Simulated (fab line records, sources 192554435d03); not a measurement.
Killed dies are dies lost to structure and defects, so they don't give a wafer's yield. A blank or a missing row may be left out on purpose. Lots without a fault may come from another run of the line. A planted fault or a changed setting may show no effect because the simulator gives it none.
fab line records | flow n5_finfet
record lots=24 wafers=72 last_day=17
route steps=1938 shown GATE_CUT@465 MOL_CONTACT_COAG@546
lots that met no fault: from a run of the same line without faults
start_h: hours from the record's first day to the start of the lot's first wafer shown | wait_h: hours since the lot's step before | " the same as in the row above | L1.1+2: a row that stands for several wafers | - no value, or no start given | * or withheld: withheld | < > ~ a bound
route shown NAME@n: a module of which the file shows steps, and the number in the route of the first | usual: mean/standard deviation of fault-free wafers | same: alike in all rows | chamber/n: place in a boat | sites: the reading at each site | _std_site: their standard deviation | _edge_site: outer sites' mean less inner sites' | radius_mm: how far each site lies from the wafer's centre | mask NAME#n: copy n | behind: the tool/chamber that last shaped the wafer | hold: why the lot was held/for how many hours/how that ended | device: the transistor (n, p or np) that didn't switch | end of line: the same wafers' tests at the end of the route | a step without rows: its recipe alone | killed: dies lost to structure and defects at the first sort, not the wafer's yield | map: a wafer's dies, x killed, . not, _ none there
set.NAME: the setting as run; set.NAME@STEP: as run at that earlier step | model.NAME: the simulator's own value behind a step, which no gauge read
steps of the route over a sample of lots; a table a step, a row a wafer
services: from which hour (start_h, from the record's first day; less than 0 if before it) a tool's chamber was out of use, for how many hours, and why
## steps
# step N5_GATE_CUT_ETCHBACK_00
# recipe chemistry=SF6/Cl2 target=W pressure_mtorr=8 icp_w=900 bias_w=80 SF6_flow_sccm=40 Cl2_flow_sccm=60
# usual drypump_motor_current_A=6.0/0.46 oes_product_au=0.73/0.11 rf_fwd_power_W=895.9/2.7 throttle_valve_pct=27.58/0.25
# columns lot.wafer tool chamber start_h wait_h drypump_motor_current_A oes_product_au rf_fwd_power_W rf_hours_counter_h throttle_valve_pct
L074.2 rie_metal-03 0 79.13 0.0 5.6 0.71 897.9 75 27.67
L074.4 " 0 " " 5.6 0.70 894.9 - 27.67
L074.5 " 0 " " 5.6 0.71 896.5 - 27.69
L075.1 rie_metal-01 1 88.77 0.0 6.5 0.61 894.2 116 27.85
L075.3 " 1 " " 6.5 0.62 894.0 - 27.86
L075.6 " 1 " " 6.5 0.62 895.4 - 27.83
L076.1 rie_metal-02 0 93.49 0.0 6.0 0.81 899.3 33 27.56
L076.2 " 1 " " 5.1 0.59 895.9 121 27.71
L076.3 " 1 " " 5.1 0.60 898.2 - 27.70
L077.2 rie_metal-01 1 100.32 0.0 6.6 0.62 895.0 117 27.85
L077.3 " 1 " " 6.6 0.61 894.0 - 27.85
L077.6 " 1 " " 6.6 0.62 898.9 - 27.85
L078.2 rie_metal-02 1 105.72 0.0 5.2 0.60 892.2 122 27.72
L078.3 " 1 " " 5.1 0.60 894.8 - 27.71
L078.5 " 0 " " 6.1 0.81 893.5 - 27.55
L079.1 rie_metal-01 1 111.03 0.0 6.5 0.62 897.4 118 27.85
L079.4 " 0 " " 6.4 0.78 896.4 - 27.51
L079.6 " 1 " " 6.5 0.62 898.8 - 27.84
L080.2 rie_metal-03 1 114.96 0.0 5.9 0.95 896.0 4 27.07
L080.3 " 0 " " 5.6 0.71 897.8 - 27.70
L080.6 " 1 " " 5.8 0.94 896.1 - 27.06
L081.2 rie_metal-03 1 121.97 0.0 5.9 0.95 896.3 5 27.08
L081.3 " 0 " " 5.6 0.70 895.5 - 27.66
L081.4 " 1 " " 5.9 0.95 897.8 - 27.06
L082.1 rie_metal-01 1 128.14 0.0 6.6 0.62 896.6 120 27.87
L082.2 " 0 " " 6.4 0.76 897.7 42 27.51
L082.4 " 1 " " 6.5 0.61 900.2 - 27.86
L083.1 rie_metal-01 1 135.01 0.0 6.5 0.61 891.0 120 27.86
L083.3 " 1 " " 6.5 0.61 889.2 - 27.85
L083.6 " 1 " " 6.5 0.61 889.1 - 27.86
L084.1 rie_metal-02 0 144.41 0.0 6.0 0.80 898.6 37 27.56
L084.5 " 0 " " 6.0 0.79 892.9 - 27.56
L084.6 " 1 " " 5.2 0.59 895.0 - 27.72
L085.4 rie_metal-02 1 148.83 0.1 5.2 0.59 893.0 - 27.72
L085.5 " 0 " " 6.0 0.80 896.7 - 27.57
L085.6 " 1 " " 5.1 0.59 893.4 - 27.71
L086.1 rie_metal-01 0 157.81 0.0 6.4 0.77 898.1 45 27.52
L086.3 " 1 " " 6.5 0.61 892.7 - 27.86
L086.4 " 0 " " 6.4 0.76 900.0 - 27.53
L087.2 rie_metal-03 1 160.30 0.0 5.9 0.91 897.3 8 27.07
L087.5 " 1 " " 5.9 0.91 893.8 - 27.07
L087.6 " 0 " " 5.6 0.70 895.4 - 27.70
L088.1 rie_metal-03 1 163.14 0.0 5.9 0.91 898.5 9 27.08
L088.2 " 0 " " 5.5 0.70 894.9 81 27.69
L088.6 " 1 " " 5.9 0.91 901.8 - 27.07
L089.1 rie_metal-01 1 169.88 0.0 6.5 0.62 895.0 123 27.87
L089.3 " 1 " " 6.5 0.61 893.2 - 27.85
L089.5 " 0 " " 6.4 0.76 896.9 - 27.53
L090.3 rie_metal-01 1 178.08 0.1 6.5 0.61 892.8 - 27.87
L090.4 " 0 " " 6.4 0.75 899.5 - 27.52
L090.6 " 0 " " 6.4 0.76 899.9 - 27.50
L091.1 rie_metal-01 1 184.35 0.0 6.5 0.61 896.8 125 27.86
L091.3 " 0 " " 6.4 0.75 892.6 - 27.52
L091.5 " 0 " " 6.4 0.75 891.8 - 27.53
L092.1 rie_metal-03 1 190.66 0.0 5.9 0.90 894.8 10 27.07
L092.2 " 0 " " 5.6 0.70 895.7 83 27.68
L092.6 " 0 " " 5.6 0.70 897.5 - 27.70
L093.1 rie_metal-01 0 194.20 0.0 6.4 0.76 893.9 48 27.51
L093.3 " 1 " " 6.5 0.61 894.3 - 27.88
L093.4 " 0 " " 6.4 0.75 896.4 - 27.53
L094.1 rie_metal-02 1 204.73 0.0 5.1 0.58 892.2 132 27.72
L094.5 " 0 " " 6.0 0.78 896.6 - 27.59
L094.6 " 1 " " 5.1 0.58 888.4 - 27.74
L095.2 rie_metal-01 1 207.25 0.0 6.5 0.61 898.0 127 27.88
L095.3 " 0 " " 6.4 0.75 899.6 - 27.53
L095.5 " 1 " " 6.5 0.61 900.7 - 27.87
L096.1 rie_metal-02 0 211.10 0.0 6.0 0.78 896.0 45 27.59
L096.2 " 0 " " 6.0 0.77 897.7 - 27.58
L096.5 " 0 " " 6.0 0.78 893.9 - 27.58
L097.2 rie_metal-03 1 219.48 0.0 5.9 0.89 892.4 12 27.06
L097.3 " 0 " " 5.6 0.70 903.2 - 27.70
L097.6 " 1 " " 5.9 0.89 892.2 - 27.08
# step N5_GATE_CUT_STRIP_59
# recipe chemistry=N2/H2 time_s=20 power_w=100 temp_c=40 pressure_mtorr=100 rf_frequency_hz=6e+07 bias_power_w=3 n2_flow_sccm=300 h2_flow_sccm=300
# usual drypump_motor_current_A=5.8/0.37 oes_product_au=0.82/0.064 rf_vpp_V=45.4/0.87 showerhead_plenum_p_Torr=3.43/0.13 throttle_valve_pct=12.05/0.24
# columns lot.wafer tool chamber start_h wait_h drypump_motor_current_A oes_product_au rf_hours_counter_h rf_vpp_V showerhead_plenum_p_Torr throttle_valve_pct
L074.2 rie_diel-06 1 79.56 0.1 6.2 0.89 20 44.3 3.33 11.82
L074.4 " 0 " " 5.6 0.74 168 45.5 3.23 12.27
L074.5 " 3 " " 5.6 0.77 - 46.5 3.52 12.10
L075.1 rie_diel-02 3 89.17 0.1 5.9 0.86 43 45.1 3.56 11.59
L075.3 " 1 " " 5.7 0.96 16 45.3 3.61 11.90
L075.6 " 3 " " 5.9 0.88 - 45.6 3.56 11.62
L076.1 rie_diel-02 3 93.90 0.1 5.9 0.87 46 45.1 3.56 11.60
L076.2 " 2 " " 6.5 0.83 54 45.5 3.30 12.36
L076.3 " 1 " " 5.6 0.94 19 45.5 3.61 11.91
L077.2 rie_diel-02 2 100.71 0.1 6.5 0.83 55 45.7 3.29 12.34
L077.3 " 1 " " 5.6 0.95 20 45.5 3.60 11.93
L077.6 " 1 " " 5.6 0.94 - 46.6 3.61 11.91
L078.2 rie_diel-06 3 106.22 0.1 5.6 0.77 140 44.5 3.51 12.13
L078.3 " 0 " " 5.6 0.74 175 45.6 3.23 12.27
L078.5 " 1 " " 6.2 0.88 - 46.0 3.33 11.85
L079.1 rie_diel-04 3 111.43 0.1 6.0 0.95 4 45.1 3.43 12.06
L079.4 " 2 " " 5.3 0.86 - 44.9 3.27 12.22
L079.6 " 1 " " 5.5 0.72 - 46.0 3.33 12.24
L080.2 rie_diel-06 3 115.45 0.1 5.6 0.76 142 45.7 3.51 12.12
L080.3 " 1 " " 6.2 0.88 30 45.6 3.33 11.84
L080.6 " 2 " " 6.0 0.86 - 46.7 3.54 11.80
L081.2 rie_diel-06 3 122.36 0.1 5.6 0.77 144 46.1 3.51 12.14
L081.3 " 1 " " 6.2 0.88 32 44.2 3.33 11.84
L081.4 " 2 " " 6.0 0.85 63 46.1 3.54 11.80
L082.1 rie_diel-06 0 128.54 0.1 5.6 0.73 182 43.9 3.22 12.31
L082.2 " 2 " " 6.0 0.84 65 46.0 3.54 11.81
L082.4 " 1 " " 6.2 0.88 34 45.0 3.33 11.87
L083.1 rie_diel-06 2 135.53 0.1 6.0 0.83 67 45.1 3.54 11.81
L083.3 " 0 " " 5.7 0.73 185 46.0 3.22 12.31
L083.6 " 0 " " 5.6 0.73 - 43.2 3.22 12.30
L084.1 rie_diel-04 1 144.80 0.1 5.5 0.72 199 43.4 3.33 12.25
L084.5 " 3 " " 6.0 0.92 - 45.0 3.43 12.09
L084.6 " 2 " " 5.3 0.83 - 45.4 3.26 12.27
L085.4 rie_diel-06 3 149.19 0.1 5.6 0.76 151 44.6 3.51 12.16
L085.5 " 2 " " 6.0 0.83 - 45.8 3.53 11.82
L085.6 " 1 " " 6.2 0.86 - 45.6 3.32 11.88
L086.1 rie_diel-02 3 158.42 0.1 5.9 0.83 66 46.5 3.55 11.65
L086.3 " 1 " " 5.6 0.91 38 45.0 3.60 11.96
L086.4 " 0 " " 5.1 0.77 150 45.7 3.52 12.34
L087.2 rie_diel-02 3 160.70 0.1 5.8 0.83 67 46.1 3.55 11.66
L087.5 " 2 " " 6.5 0.80 - 45.8 3.28 12.40
L087.6 " 3 " " 5.9 0.84 - 45.1 3.55 11.65
L088.1 rie_diel-06 1 163.53 0.1 6.2 0.86 46 45.3 3.32 11.89
L088.2 " 0 " " 5.6 0.72 192 46.1 3.22 12.32
L088.6 " 1 " " 6.2 0.86 - 45.1 3.32 11.89
L089.1 rie_diel-06 3 170.27 0.1 5.6 0.76 157 44.7 3.50 12.16
L089.3 " 2 " " 6.0 0.83 77 45.2 3.53 11.84
L089.5 " 2 " " 6.0 0.82 - 45.6 3.53 11.84
L090.3 rie_diel-06 3 178.43 0.1 5.6 0.75 161 45.6 3.50 12.18
L090.4 " 1 " " 6.2 0.85 50 42.8 3.32 11.90
L090.6 " 1 " " 6.2 0.85 - 45.2 3.32 11.90
L091.1 rie_diel-02 0 184.84 0.1 5.1 0.75 158 45.7 3.51 12.37
L091.3 " 1 " " 5.6 0.90 45 44.8 3.59 11.98
L091.5 " 0 " " 5.1 0.76 - 45.0 3.51 12.35
L092.1 rie_diel-02 1 191.06 0.1 5.6 0.88 48 45.4 3.59 11.99
L092.2 " 3 " " 5.9 0.82 76 46.6 3.55 11.68
L092.6 " 0 " " 5.1 0.76 - 44.7 3.51 12.37
L093.1 rie_diel-02 0 194.83 0.1 5.1 0.75 161 45.0 3.51 12.37
L093.3 " 1 " " 5.7 0.88 49 45.2 3.59 12.00
L093.4 " 2 " " 6.5 0.80 85 45.1 3.28 12.42
L094.1 rie_diel-02 0 205.13 0.1 5.1 0.75 164 46.8 3.51 12.38
L094.5 " 2 " " 6.5 0.79 - 43.6 3.28 12.42
L094.6 " 3 " " 5.9 0.81 - 44.9 3.54 11.69
L095.2 rie_diel-06 1 207.64 0.1 6.2 0.84 57 45.8 3.31 11.93
L095.3 " 0 " " 5.6 0.71 206 45.9 3.21 12.35
L095.5 " 2 " " 6.0 0.82 - 46.4 3.52 11.86
L096.1 rie_diel-06 1 211.77 0.1 6.2 0.85 59 44.4 3.31 11.91
L096.2 " 2 " " 6.0 0.82 90 45.1 3.52 11.87
L096.5 " 0 " " 5.6 0.70 - 44.6 3.21 12.36
L097.2 rie_diel-06 0 219.87 0.1 5.6 0.70 210 45.4 3.21 12.38
L097.3 " 3 " " 5.6 0.74 174 45.3 3.50 12.20
L097.6 " 2 " " 6.0 0.81 - 46.1 3.52 11.89
# step N5_GATE_CUT_SAC_CAP_01
# recipe material=SiNx target_thk_a=240 temp_c=400 ald_precursor_family=SiH2I2 ald_co_reactant=N2/H2-plasma pulse_time_s=1 ald_cycles=480 purge_time_s=2 co_reactant_purge_time_s=2 pressure_torr=2
# usual heater_power_w=869/100 precursor_pulse_height_rel=0.999/0.02
# columns lot.wafer tool chamber start_h wait_h heater_power_w precursor_pulse_height_rel
L074.2 ald_sin-02 0 79.78 0.0 882 0.997
L074.4 " 2 " " 909 1.002
L074.5 " 0 80.87 1.1 902 0.999
L075.1 ald_sin-01 3 91.10 1.7 884 0.996
L075.3 " 2 " " 721 1.008
L075.6 " 3 92.19 2.8 881 1.017
L076.1 ald_sin-02 1 94.72 0.6 795 0.979
L076.2 " 2 " " 928 1.004
L076.3 " 3 " " 1102 0.958
L077.2 ald_sin-01 2 100.92 0.0 698 0.989
L077.3 " 3 " " 878 1.007
L077.6 " 3 102.01 1.1 896 1.026
L078.2 ald_sin-01 1 106.43 0.0 862 0.978
L078.3 " 3 " " 875 1.007
L078.5 " 0 107.52 1.1 821 0.999
L079.1 ald_sin-02 3 111.75 0.0 1080 1.010
L079.4 " 2 " " 929 0.999
L079.6 " 1 112.83 1.1 848 0.997
L080.2 ald_sin-03 0 115.67 0.0 898 1.024
L080.3 " 3 " " 753 0.977
L080.6 " 1 116.76 1.1 756 1.017
L081.2 ald_sin-01 0 122.63 0.1 836 1.018
L081.3 " 1 " " 872 0.986
L081.4 " 3 123.71 1.2 874 1.028
L082.1 ald_sin-02 1 128.75 0.0 827 1.005
L082.2 " 0 " " 915 1.013
L082.4 " 2 " " 954 0.998
L083.1 ald_sin-03 0 135.87 0.2 944 1.018
L083.3 " 3 " " 744 1.018
L083.6 " 2 136.96 1.2 964 0.957
L084.1 ald_sin-02 2 145.02 0.0 939 1.009
L084.5 " 1 146.11 1.1 845 0.978
L084.6 " 0 " " 888 1.024
L085.4 ald_sin-03 1 149.40 0.0 756 0.997
L085.5 " 2 150.49 1.1 968 0.994
L085.6 " 1 " " 746 1.005
L086.1 ald_sin-01 1 158.64 0.0 849 0.969
L086.3 " 3 " " 891 0.979
L086.4 " 3 159.72 1.1 895 1.007
L087.2 ald_sin-03 3 160.91 0.0 725 1.014
L087.5 " 1 162.00 1.1 758 0.959
L087.6 " 2 " " 963 0.990
L088.1 ald_sin-03 1 163.75 0.0 770 0.991
L088.2 " 2 " " 991 0.995
L088.6 " 3 164.83 1.1 739 0.980
L089.1 ald_sin-01 3 170.49 0.0 883 1.009
L089.3 " 2 " " 721 0.972
L089.5 " 0 171.57 1.1 819 0.974
L090.3 ald_sin-03 0 179.75 1.1 920 0.981
L090.4 " 2 " " 954 0.985
L090.6 " 0 180.84 2.2 905 0.988
L091.1 ald_sin-02 2 185.42 0.4 941 0.946
L091.3 " 1 " " 851 1.018
L091.5 " 2 186.51 1.5 919 1.009
L092.1 ald_sin-02 3 191.29 0.1 1111 1.004
L092.2 " 1 " " 824 0.993
L092.6 " 3 192.38 1.1 1106 1.010
L093.1 ald_sin-01 0 195.05 0.0 825 0.972
L093.3 " 3 " " 834 1.050
L093.4 " 2 " " 647 0.993
L094.1 ald_sin-01 0 205.34 0.0 817 1.002
L094.5 " 1 206.43 1.1 789 1.004
L094.6 " 0 " " 807 0.966
L095.2 ald_sin-01 0 208.23 0.4 829 0.996
L095.3 " 2 " " 639 1.023
L095.5 " 3 209.32 1.5 833 1.005
L096.1 ald_sin-02 1 211.99 0.0 853 1.002
L096.2 " 0 " " 891 1.014
L096.5 " 2 213.07 1.1 945 0.981
L097.2 ald_sin-02 2 220.09 0.0 954 1.019
L097.3 " 0 " " 889 1.010
L097.6 " 0 221.18 1.1 850 0.972
# step N5_GATE_CUT_ETCH_37
# recipe chemistry=N2/H2 target=SOC target_depth_a=600 overetch_a=120 mask_material=SiARC temp_c=40 time_s=90 ion_energy_ev=200 pressure_mtorr=30 source_w=840 bias_w=150 n2_flow_sccm=200 h2_flow_sccm=200
# usual drypump_motor_current_A=5.8/0.36 oes_product_au=0.73/0.065 rf_fwd_power_W=832.9/2.8 rf_vpp_V=524.4/2.9 showerhead_plenum_p_Torr=2.56/0.098 throttle_valve_pct=17.71/0.24
# columns lot.wafer tool chamber start_h wait_h drypump_motor_current_A oes_product_au rf_fwd_power_W rf_hours_counter_h rf_vpp_V showerhead_plenum_p_Torr throttle_valve_pct
L074.2 rie_diel-06 3 83.32 0.0 5.6 0.70 836.6 134 527.3 2.65 17.69
L074.4 " 2 " " 6.0 0.77 835.6 52 527.3 2.68 17.41
L074.5 " 1 " " 6.2 0.81 836.1 - 521.2 2.51 17.48
L075.1 rie_diel-06 3 94.24 0.0 5.6 0.70 833.7 137 525.6 2.65 17.69
L075.3 " 1 " " 6.2 0.81 835.0 24 522.5 2.51 17.51
L075.6 " 1 " " 6.2 0.81 830.4 - 522.7 2.51 17.52
L076.1 rie_diel-04 0 97.93 0.0 5.7 0.62 832.5 245 523.6 2.50 17.83
L076.2 " 1 " " 5.5 0.65 833.3 181 524.8 2.51 17.73
L076.3 " 1 " " 5.5 0.65 834.0 - 524.3 2.51 17.73
L077.2 rie_diel-04 3 104.54 0.0 6.0 0.87 832.4 1 526.2 2.59 17.78
L077.3 " 1 " " 5.5 0.65 831.8 185 522.2 2.51 17.73
L077.6 " 3 " " 6.0 0.87 832.3 - 526.7 2.59 17.77
L078.2 rie_diel-02 1 109.58 0.0 5.6 0.84 839.8 24 528.2 2.72 17.66
L078.3 " 2 " " 6.5 0.74 832.8 58 522.1 2.48 18.11
L078.5 " 1 " " 5.6 0.83 841.2 - 527.0 2.72 17.67
L079.1 rie_diel-06 1 115.06 0.0 6.2 0.80 833.0 29 523.2 2.50 17.51
L079.4 " 2 " " 6.0 0.77 829.6 60 526.9 2.67 17.43
L079.6 " 1 " " 6.2 0.80 829.8 - 522.5 2.50 17.51
L080.2 rie_diel-04 1 118.93 0.0 5.5 0.65 832.9 191 523.3 2.51 17.73
L080.3 " 3 " " 6.0 0.84 835.2 7 525.9 2.58 17.79
L080.6 " 3 " " 6.0 0.84 835.5 - 524.4 2.58 17.78
L081.2 rie_diel-06 1 125.89 0.0 6.2 0.79 837.3 33 521.4 2.50 17.50
L081.3 " 3 " " 5.6 0.69 835.1 145 526.4 2.65 17.70
L081.4 " 2 " " 6.0 0.77 828.2 64 526.1 2.67 17.44
L082.1 rie_diel-02 3 131.89 0.0 5.9 0.77 833.6 58 527.0 2.68 17.24
L082.2 " 1 " " 5.6 0.82 833.1 30 526.7 2.72 17.66
L082.4 " 2 " " 6.5 0.73 831.5 65 520.5 2.47 18.14
L083.1 rie_diel-06 2 139.23 0.0 6.0 0.75 828.9 68 528.0 2.67 17.44
L083.3 " 1 " " 6.2 0.77 831.8 38 520.8 2.50 17.53
L083.6 " 1 " " 6.2 0.79 835.5 - 522.4 2.50 17.52
L084.1 rie_diel-06 0 148.16 0.0 5.6 0.66 834.0 188 521.2 2.42 17.86
L084.5 " 0 " " 5.6 0.66 834.1 - 521.8 2.42 17.88
L084.6 " 3 " " 5.6 0.69 836.0 - 527.3 2.65 17.71
L085.4 rie_diel-06 0 153.21 0.0 5.7 0.66 835.4 190 520.8 2.42 17.88
L085.5 " 1 " " 6.2 0.78 832.0 - 523.0 2.50 17.53
L085.6 " 0 " " 5.6 0.66 830.4 - 520.9 2.42 17.87
L086.1 rie_diel-04 3 161.90 0.0 6.0 0.81 836.1 19 523.6 2.58 17.79
L086.3 " 0 " " 5.6 0.84 827.7 9 522.5 2.50 17.45
L086.4 " 1 " " 5.6 0.64 830.0 206 522.8 2.50 17.76
L087.2 rie_diel-04 3 164.56 0.0 6.0 0.81 832.9 19 525.1 2.58 17.80
L087.5 " 1 " " 5.6 0.63 832.7 - 523.6 2.50 17.77
L087.6 " 2 " " 5.4 0.74 830.8 - 520.4 2.45 17.91
L088.1 rie_diel-04 1 166.89 0.0 5.5 0.63 831.3 207 524.6 2.50 17.78
L088.2 " 3 " " 6.0 0.81 837.6 19 525.6 2.58 17.80
L088.6 " 0 " " 5.6 0.84 828.6 - 522.3 2.50 17.45
L089.1 rie_diel-02 2 174.15 0.0 6.5 0.72 831.3 78 520.5 2.47 18.18
L089.3 " 0 " " 5.1 0.67 834.6 155 527.8 2.65 18.00
L089.5 " 2 " " 6.5 0.72 833.2 - 522.5 2.47 18.17
L090.3 rie_diel-04 2 182.89 0.0 5.4 0.74 831.4 94 522.6 2.45 17.93
L090.4 " 1 " " 5.5 0.64 831.4 211 522.9 2.50 17.78
L090.6 " 0 " " 5.6 0.83 829.3 - 522.5 2.49 17.45
L091.1 rie_diel-02 1 188.56 0.0 5.6 0.80 839.5 47 528.3 2.71 17.72
L091.3 " 3 " " 5.9 0.74 829.9 75 528.5 2.68 17.23
L091.5 " 3 " " 5.9 0.74 831.5 - 528.0 2.68 17.24
L092.1 rie_diel-02 0 194.44 0.0 5.1 0.66 831.7 161 527.7 2.65 18.00
L092.2 " 1 " " 5.6 0.80 834.1 49 528.4 2.71 17.71
L092.6 " 1 " " 5.6 0.80 833.9 - 528.2 2.71 17.69
L093.1 rie_diel-06 3 198.68 0.0 5.6 0.67 834.5 168 527.0 2.64 17.75
L093.3 " 0 " " 5.6 0.64 831.7 204 521.1 2.41 17.90
L093.4 " 1 " " 6.2 0.76 833.8 55 520.7 2.49 17.55
L094.1 rie_diel-06 0 209.05 0.0 5.6 0.65 832.0 206 521.0 2.41 17.91
L094.5 " 0 " " 5.6 0.64 830.9 - 519.3 2.41 17.91
L094.6 " 3 " " 5.6 0.68 835.6 - 526.9 2.64 17.74
L095.2 rie_diel-02 0 211.40 0.0 5.1 0.66 830.6 166 527.4 2.65 18.02
L095.3 " 2 " " 6.5 0.71 834.6 90 521.5 2.46 18.18
L095.5 " 3 " " 5.9 0.74 826.4 - 527.9 2.67 17.26
L096.1 rie_diel-02 2 215.17 0.0 6.5 0.71 836.3 91 521.3 2.46 18.19
L096.2 " 3 " " 5.9 0.73 833.2 83 528.0 2.67 17.25
L096.5 " 1 " " 5.6 0.79 836.2 - 527.6 2.71 17.72
L097.2 rie_diel-06 1 223.25 0.0 6.2 0.76 837.7 62 521.5 2.49 17.55
L097.3 " 0 " " 5.6 0.65 831.6 211 520.5 2.41 17.90
L097.6 " 1 " " 6.1 0.75 836.5 - 522.5 2.49 17.56
# step N5_GATE_CUT_VAPOR_ETCH_51
# recipe chemistry=BCl3/Cl2 target=HfO2 mode=isotropic
# usual drypump_motor_current_A=6.0/0.49 oes_product_au=0.71/0.1
# columns lot.wafer tool chamber start_h wait_h drypump_motor_current_A oes_product_au
L074.2 rie_metal-01 0 83.88 0.0 6.4 0.79
L074.4 " 0 " " 6.4 0.79
L074.5 " 1 " " 6.5 0.62
L075.1 rie_metal-01 1 94.79 0.0 6.5 0.62
L075.3 " 0 " " 6.4 0.79
L075.6 " 1 " " 6.5 0.62
L076.1 rie_metal-02 1 98.63 0.0 5.2 0.60
L076.2 " 0 " " 6.0 0.82
L076.3 " 0 " " 6.0 0.82
L077.2 rie_metal-02 1 105.10 0.0 5.2 0.60
L077.3 " 1 " " 5.1 0.59
L077.6 " 0 " " 6.0 0.81
L078.2 rie_metal-01 0 110.13 0.0 6.4 0.78
L078.3 " 0 " " 6.4 0.77
L078.5 " 1 " " 6.5 0.62
L079.1 rie_metal-02 0 115.61 0.0 6.0 0.81
L079.4 " 0 " " 6.0 0.81
L079.6 " 0 " " 6.0 0.81
L080.2 rie_metal-01 0 119.49 0.0 6.4 0.78
L080.3 " 1 " " 6.5 0.62
L080.6 " 1 " " 6.5 0.62
L081.2 rie_metal-03 0 126.44 0.0 5.6 0.71
L081.3 " 0 " " 5.6 0.71
L081.4 " 1 " " 5.9 0.93
L082.1 rie_metal-02 1 132.45 0.0 5.1 0.60
L082.2 " 0 " " 6.0 0.79
L082.4 " 0 " " 6.0 0.79
L083.1 rie_metal-01 1 139.78 0.0 6.5 0.61
L083.3 " 1 " " 6.5 0.60
L083.6 " 1 " " 6.5 0.61
L084.1 rie_metal-01 1 148.71 0.0 6.5 0.60
L084.5 " 0 " " 6.4 0.76
L084.6 " 1 " " 6.5 0.60
L085.4 rie_metal-03 1 153.84 0.0 5.9 0.92
L085.5 " 1 " " 5.9 0.91
L085.6 " 0 " " 5.6 0.70
L086.1 rie_metal-03 1 162.45 0.0 5.9 0.92
L086.3 " 1 " " 5.8 0.92
L086.4 " 0 " " 5.6 0.71
L087.2 rie_metal-02 0 165.11 0.0 6.0 0.79
L087.5 " 0 " " 6.0 0.80
L087.6 " 1 " " 5.2 0.58
L088.1 rie_metal-02 0 167.44 0.0 6.0 0.79
L088.2 " 1 " " 5.1 0.58
L088.6 " 1 " " 5.1 0.59
L089.1 rie_metal-01 1 174.71 0.0 6.5 0.61
L089.3 " 0 " " 6.4 0.76
L089.5 " 0 " " 6.3 0.76
L090.3 rie_metal-01 0 183.45 0.0 6.4 0.77
L090.4 " 1 " " 6.5 0.61
L090.6 " 0 " " 6.4 0.77
L091.1 rie_metal-02 1 189.11 0.0 5.1 0.58
L091.3 " 0 " " 6.0 0.78
L091.5 " 0 " " 6.1 0.78
L092.1 rie_metal-02 1 194.99 0.0 5.1 0.58
L092.2 " 0 " " 6.0 0.77
L092.6 " 0 " " 6.0 0.78
L093.1 rie_metal-01 0 199.24 0.0 6.4 0.76
L093.3 " 0 " " 6.4 0.77
L093.4 " 1 " " 6.5 0.60
L094.1 rie_metal-02 0 209.84 0.1 6.1 0.78
L094.5 " 0 " " 6.0 0.78
L094.6 " 0 " " 6.0 0.77
L095.2 rie_metal-01 1 211.95 0.0 6.5 0.59
L095.3 " 1 " " 6.5 0.60
L095.5 " 1 " " 6.5 0.60
L096.1 rie_metal-01 1 215.97 0.1 6.5 0.60
L096.2 " 1 " " 6.5 0.60
L096.5 " 1 " " 6.5 0.60
L097.2 rie_metal-03 0 223.80 0.0 5.6 0.70
L097.3 " 0 " " 5.6 0.70
L097.6 " 1 " " 5.8 0.88
# step N5_MOL_CONTACT_COAG_PRE_CLEAN_141
# recipe gas=H2/He time_s=60 temp_c=300
# usual heater_power_w=500/33
# columns lot.wafer tool chamber start_h wait_h heater_power_w
L074.2 pvd_sputter-03 - 89.33 0.7 516
L074.4 " - " " 462
L074.5 " - " " 431
L075.1 pvd_sputter-03 - 101.54 0.4 442
L075.3 " - " " 544
L075.6 " - " " 433
L076.1 pvd_sputter-03 - 105.58 1.0 511
L076.2 " - " " 524
L076.3 " - " " 442
L077.2 pvd_sputter-02 - 110.83 0.9 479
L077.3 " - " " 524
L077.6 " - " " 517
L078.2 pvd_sputter-02 - 115.86 0.7 525
L078.3 " - " " 532
L078.5 " - " " 528
L079.1 pvd_sputter-02 - 121.55 0.4 527
L079.4 " - " " 465
L079.6 " - " " 523
L080.2 pvd_sputter-02 - 126.17 0.4 526
L080.3 " - " " 500
L080.6 " - " " 480
L081.2 pvd_sputter-02 - 132.22 0.8 535
L081.3 " - " " 480
L081.4 " - " " 524
L082.1 pvd_sputter-02 - 139.82 0.4 521
L082.2 " - " " 468
L082.4 " - " " 531
L083.1 pvd_sputter-02 - 146.67 1.6 473
L083.3 " - " " 529
L083.6 " - " " 523
L084.1 pvd_sputter-02 - 155.44 1.8 527
L084.5 " - " " 472
L084.6 " - " " 520
L085.4 pvd_sputter-02 - 161.51 2.7 522
L085.5 " - " " 470
L085.6 " - " " 530
L086.1 pvd_sputter-03 - 168.59 1.2 510
L086.3 " - " " 545
L086.4 " - " " 508
L087.2 pvd_sputter-03 - 170.83 0.9 508
L087.5 " - " " 538
L087.6 " - " " 509
L088.1 pvd_sputter-01 - 174.18 0.8 470
L088.2 " - " " 479
L088.6 " - " " 460
L089.1 pvd_sputter-03 - 180.57 0.5 435
L089.3 " - " " 468
L089.5 " - " " 526
L090.3 pvd_sputter-03 - 189.75 1.3 437
L090.4 " - " " 465
L090.6 " - " " 502
L091.1 pvd_sputter-02 - 198.10 2.8 529
L091.3 " - " " 532
L091.5 " - " " 542
L092.1 pvd_sputter-03 - 202.85 2.5 524
L092.2 " - " " 536
L092.6 " - " " 469
L093.1 pvd_sputter-03 - 206.07 0.3 424
L093.3 " - " " 518
L093.4 " - " " 544
L094.1 pvd_sputter-03 - 215.81 0.4 414
L094.5 " - " " 470
L094.6 " - " " 430
L096.1 pvd_sputter-02 - 221.63 0.8 487
L096.2 " - " " 515
L096.5 " - " " 514
L095.2 pvd_sputter-02 - 224.71 0.9 483
L095.3 " - " " 528
L095.5 " - " " 514
L097.2 pvd_sputter-02 - 229.42 0.3 474
L097.3 " - " " 518
L097.6 " - " " 517
## services
# columns tool chamber start_h hours kind
ald_sin-02 1 56.56 12.0 repair
ald_sin-01 3 63.34 11.1 repair
ald_sin-02 - 69.06 6.0 pm
rie_diel-02 1 80.37 7.8 repair
rie_diel-02 0 80.68 14.0 repair
ald_sin-03 - 85.54 14.0 pm
ald_sin-02 - 88.84 0.5 repair
rie_diel-04 2 97.38 9.7 repair
ald_sin-01 2 121.58 1.6 repair
pvd_sputter-03 - 139.16 3.7 repair
rie_diel-02 3 139.39 2.0 repair
rie_diel-04 3 146.43 9.5 repair
ald_sin-01 0 155.56 9.1 repair
ald_sin-01 - 176.91 14.0 pm
rie_diel-06 1 181.26 7.0 repair
ald_sin-03 - 183.57 6.1 pm
rie_diel-06 2 187.71 4.6 repair
rie_metal-02 1 208.28 - clean
ald_sin-01 0 211.20 20.1 repair
rie_metal-01 0 214.85 8.2 repair
rie_metal-02 - 220.54 1.9 repair
rie_metal-01 1 226.50 - clean
rie_metal-01 1 226.50 17.4 scheduled_down
rie_metal-01 1 226.50 17.4 vent_cycle
## key
fault none
